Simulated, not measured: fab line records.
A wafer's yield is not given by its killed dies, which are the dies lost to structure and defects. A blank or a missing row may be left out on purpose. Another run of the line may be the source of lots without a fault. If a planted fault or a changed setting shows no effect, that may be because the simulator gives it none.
Matching of chambers / flow n5_finfet / 4 sister chambers for N5_BEOL_M3_ETCH_69 on rie_diel-03
The step etches SiARC in CF4, target depth 15.6 nm, time 26 s. 22 wafers are shown with their chamber, then 11 later ones without.

== WAFERS WITH THEIR CHAMBER ==
wafer=L077.1; chamber=0; drypump_motor_current_A (A)=6.0; showerhead_plenum_p_Torr (Torr)=2.10; oes_product_au (a.u.)=0.76
wafer=L077.4; chamber=1; drypump_motor_current_A (A)=5.2; showerhead_plenum_p_Torr (Torr)=2.20; oes_product_au (a.u.)=0.60
wafer=L077.6; chamber=3; drypump_motor_current_A (A)=6.2; showerhead_plenum_p_Torr (Torr)=2.07; oes_product_au (a.u.)=0.70
wafer=L078.4; chamber=3; drypump_motor_current_A (A)=6.2; showerhead_plenum_p_Torr (Torr)=2.07; oes_product_au (a.u.)=0.69
wafer=L078.5; chamber=3; drypump_motor_current_A (A)=6.1; showerhead_plenum_p_Torr (Torr)=2.07; oes_product_au (a.u.)=0.70
wafer=L078.6; chamber=0; drypump_motor_current_A (A)=6.0; showerhead_plenum_p_Torr (Torr)=2.10; oes_product_au (a.u.)=0.74
wafer=L079.1; chamber=1; drypump_motor_current_A (A)=5.2; showerhead_plenum_p_Torr (Torr)=2.20; oes_product_au (a.u.)=0.60
wafer=L079.3; chamber=2; drypump_motor_current_A (A)=5.9; showerhead_plenum_p_Torr (Torr)=2.18; oes_product_au (a.u.)=0.72
wafer=L079.4; chamber=0; drypump_motor_current_A (A)=6.0; showerhead_plenum_p_Torr (Torr)=2.10; oes_product_au (a.u.)=0.75
wafer=L083.2; chamber=0; drypump_motor_current_A (A)=6.0; showerhead_plenum_p_Torr (Torr)=2.09; oes_product_au (a.u.)=0.72
wafer=L083.3; chamber=1; drypump_motor_current_A (A)=5.2; showerhead_plenum_p_Torr (Torr)=2.20; oes_product_au (a.u.)=0.59
wafer=L083.4; chamber=2; drypump_motor_current_A (A)=5.8; showerhead_plenum_p_Torr (Torr)=2.17; oes_product_au (a.u.)=0.70
wafer=L085.1; chamber=1; drypump_motor_current_A (A)=5.2; showerhead_plenum_p_Torr (Torr)=2.19; oes_product_au (a.u.)=0.58
wafer=L085.2; chamber=2; drypump_motor_current_A (A)=5.9; showerhead_plenum_p_Torr (Torr)=2.17; oes_product_au (a.u.)=0.69
wafer=L085.6; chamber=3; drypump_motor_current_A (A)=6.2; showerhead_plenum_p_Torr (Torr)=2.07; oes_product_au (a.u.)=0.68
wafer=L092.1; chamber=0; drypump_motor_current_A (A)=6.0; showerhead_plenum_p_Torr (Torr)=2.09; oes_product_au (a.u.)=0.71
wafer=L092.2; chamber=2; drypump_motor_current_A (A)=5.9; showerhead_plenum_p_Torr (Torr)=2.17; oes_product_au (a.u.)=0.69
wafer=L092.5; chamber=2; drypump_motor_current_A (A)=5.9; showerhead_plenum_p_Torr (Torr)=2.17; oes_product_au (a.u.)=0.69
wafer=L089.1; chamber=0; drypump_motor_current_A (A)=6.0; showerhead_plenum_p_Torr (Torr)=2.09; oes_product_au (a.u.)=0.71
wafer=L089.2; chamber=2; drypump_motor_current_A (A)=5.9; showerhead_plenum_p_Torr (Torr)=2.17; oes_product_au (a.u.)=0.69
wafer=L089.3; chamber=3; drypump_motor_current_A (A)=6.2; showerhead_plenum_p_Torr (Torr)=2.06; oes_product_au (a.u.)=0.67
wafer=L094.1; chamber=3; drypump_motor_current_A (A)=6.2; showerhead_plenum_p_Torr (Torr)=2.06; oes_product_au (a.u.)=0.67

SIGNATURES (means of the wafers above)
reading=drypump_motor_current_A; chamber 0=6.000; chamber 1=5.200; chamber 2=5.883; chamber 3=6.183; scatter within a chamber=0.0304
reading=showerhead_plenum_p_Torr; chamber 0=2.0950; chamber 1=2.1975; chamber 2=2.1717; chamber 3=2.0667; scatter within a chamber=0.00495
reading=oes_product_au; chamber 0=0.7317; chamber 1=0.5925; chamber 2=0.6967; chamber 3=0.6850; scatter within a chamber=0.0154
Rule: a wafer's distance from a chamber is the root of the sum, over the readings, of the square of ((its reading less the chamber's mean) divided by the reading's scatter). The wafer belongs to the nearest chamber; if the next one is less than 2 further off, it can't be placed. The scatter is the square root of a quotient: the sum, over the shown wafers, of each reading's squared deviation from its chamber's mean, divided by wafers minus chambers.

== WAFERS WITHOUT THEIR CHAMBER ==
wafer=L094.5; drypump_motor_current_A (A)=6.0; showerhead_plenum_p_Torr (Torr)=2.09; oes_product_au (a.u.)=0.71
wafer=L094.6; drypump_motor_current_A (A)=6.2; showerhead_plenum_p_Torr (Torr)=2.06; oes_product_au (a.u.)=0.67
wafer=L096.3; drypump_motor_current_A (A)=5.9; showerhead_plenum_p_Torr (Torr)=2.16; oes_product_au (a.u.)=0.69
wafer=L096.4; drypump_motor_current_A (A)=5.2; showerhead_plenum_p_Torr (Torr)=2.19; oes_product_au (a.u.)=0.84
wafer=L096.6; drypump_motor_current_A (A)=6.0; showerhead_plenum_p_Torr (Torr)=2.08; oes_product_au (a.u.)=0.70
wafer=L082.1; drypump_motor_current_A (A)=6.0; showerhead_plenum_p_Torr (Torr)=2.08; oes_product_au (a.u.)=0.70
wafer=L082.3; drypump_motor_current_A (A)=6.2; showerhead_plenum_p_Torr (Torr)=2.06; oes_product_au (a.u.)=0.66
wafer=L082.6; drypump_motor_current_A (A)=6.0; showerhead_plenum_p_Torr (Torr)=2.08; oes_product_au (a.u.)=0.69
wafer=L097.3; drypump_motor_current_A (A)=6.0; showerhead_plenum_p_Torr (Torr)=2.08; oes_product_au (a.u.)=0.70
wafer=L097.4; drypump_motor_current_A (A)=6.1; showerhead_plenum_p_Torr (Torr)=2.06; oes_product_au (a.u.)=0.67
wafer=L097.5; drypump_motor_current_A (A)=5.2; showerhead_plenum_p_Torr (Torr)=2.19; oes_product_au (a.u.)=0.85

== WHICH CHAMBER EACH ONE RAN IN ==
wafer=L094.5; from the rows above=0; in truth=0
wafer=L094.6; from the rows above=3; in truth=3
wafer=L096.3; from the rows above=2; in truth=2
wafer=L096.4; from the rows above=1; in truth=1
wafer=L096.6; from the rows above=0; in truth=0
wafer=L082.1; from the rows above=0; in truth=0
wafer=L082.3; from the rows above=3; in truth=3
wafer=L082.6; from the rows above=0; in truth=0
wafer=L097.3; from the rows above=0; in truth=0
wafer=L097.4; from the rows above=3; in truth=3
wafer=L097.5; from the rows above=1; in truth=1
11 of 11 placed correctly. Number that these rows cannot place: 0. 0 placed wrongly.
